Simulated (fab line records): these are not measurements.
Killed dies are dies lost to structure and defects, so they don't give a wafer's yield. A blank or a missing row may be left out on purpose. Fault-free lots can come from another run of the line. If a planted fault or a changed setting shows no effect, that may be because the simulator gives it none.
Chamber matching	flow nand_harc	NHARC_A_STAIRCASE_TRIM_229 on rie_diel-12: 4 sister chambers
The step chemistry O2, time 211.2 s. 18 wafers are shown with their chamber, then 9 later ones without.

WAFERS WITH THEIR CHAMBER
wafer	chamber	showerhead_plenum_p_Torr (Torr)	drypump_motor_current_A (A)	oes_product_au (a.u.)
L173.2	0	3.73	6.1	0.995
L173.4	1	3.79	5.2	1.024
L173.5	1	3.79	5.2	1.020
L175.1	1	3.79	5.2	1.029
L175.2	2	3.60	5.6	1.020
L175.3	3	3.36	5.1	1.012
L177.2	1	3.78	5.1	1.028
L177.4	2	3.60	5.7	1.021
L177.6	1	3.78	5.2	1.020
L178.1	0	3.72	6.1	0.984
L178.2	1	3.78	5.2	1.013
L178.4	2	3.60	5.7	1.012
L179.1	1	3.78	5.2	1.011
L179.2	2	3.59	5.6	1.020
L179.6	1	3.78	5.2	1.016
L181.4	0	3.72	6.1	1.005
L181.5	3	3.35	5.1	1.010
L181.6	0	3.72	6.0	0.990

SIGNATURES (means of the wafers above)
reading	chamber 0	chamber 1	chamber 2	chamber 3	scatter within a chamber
showerhead_plenum_p_Torr	3.7225	3.7837	3.5975	3.3550	0.00526
drypump_motor_current_A	6.075	5.188	5.650	5.100	0.0433
oes_product_au	0.99350	1.02012	1.01825	1.01100	0.00654
Rule: for each reading, subtract the chamber's mean from the wafer's reading, divide by that reading's scatter and square the result; add these up over the readings and take the root, which gives the wafer's distance from the chamber. If the next closest chamber is less than 2 further off than the closest, the wafer can't be placed; otherwise it belongs to the closest. The scatter: take each reading less its chamber's mean, square it, sum over the shown wafers, divide by the number of wafers less the number of chambers, and take the root.

WAFERS WHOSE CHAMBER IS MISSING
wafer	showerhead_plenum_p_Torr (Torr)	drypump_motor_current_A (A)	oes_product_au (a.u.)
L185.3	3.58	5.6	1.008
L186.1	3.58	5.7	1.000
L186.5	3.71	6.1	1.016
L195.1	3.57	5.7	1.018
L195.2	3.70	6.1	1.008
L195.5	3.75	5.2	1.019
L194.4	3.70	6.1	1.011
L194.5	3.75	5.2	1.016
L194.6	3.57	5.7	1.018

THE CHAMBER EACH PASSED THROUGH
wafer	from the rows above	in truth
L185.3	2	2
L186.1	2	2
L186.5	0	0
L195.1	2	2
L195.2	0	0
L195.5	1	1
L194.4	0	0
L194.5	1	1
L194.6	2	2
Correctly placed: 9 of 9. From these rows, 0 cannot be placed. Placed wrongly: 0.
